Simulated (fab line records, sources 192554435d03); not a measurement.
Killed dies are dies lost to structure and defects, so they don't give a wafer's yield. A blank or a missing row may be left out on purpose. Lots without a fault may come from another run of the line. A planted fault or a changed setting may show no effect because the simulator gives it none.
Chamber matching | flow n5_finfet | N5_BEOL_M2_ETCH_77 on rie_diel-03: 4 sister chambers
The step etches underlayer in N2/H2, target depth 6.5 nm, time 5.2 s. 4 wafers are shown with their chamber, then 9 later ones without.

WAFERS WITH THEIR CHAMBER
wafer  | chamber | showerhead_plenum_p_Torr (Torr)
L082.3 | 1       | 2.63
L083.2 | 2       | 2.51
L088.1 | 0       | 2.45
L088.5 | 3       | 2.69

WAFERS WITHOUT THEIR CHAMBER
wafer  | showerhead_plenum_p_Torr (Torr)
L089.1 | 2.69
L089.2 | 2.45
L089.6 | 2.62
L092.1 | 2.62
L092.2 | 2.68
L092.5 | 2.68
L093.1 | 2.69
L093.2 | 2.45
L093.5 | 2.62

WHICH CHAMBER EACH WENT THROUGH
wafer  | from the rows above | in truth
L089.1 | 3                   | 3
L089.2 | 0                   | 0
L089.6 | 1                   | 1
L092.1 | 1                   | 1
L092.2 | 3                   | 3
L092.5 | 3                   | 3
L093.1 | 3                   | 3
L093.2 | 0                   | 0
L093.5 | 1                   | 1
Placed correctly: 9 of 9. Can't be placed from these rows: 0. Placed wrongly: 0.
How it was worked out, from the rows above alone: a wafer's distance from a chamber is the root of the sum, over the readings, of the square of ((its reading less the chamber's mean) divided by the reading's scatter). The wafer belongs to the nearest chamber; if the next one is less than 2 further off, it can't be placed. A chamber's mean is the mean of its shown wafers. The scatter: with one shown wafer a chamber, the root of the mean of the squares of how far each hidden wafer lies from its nearest shown one.
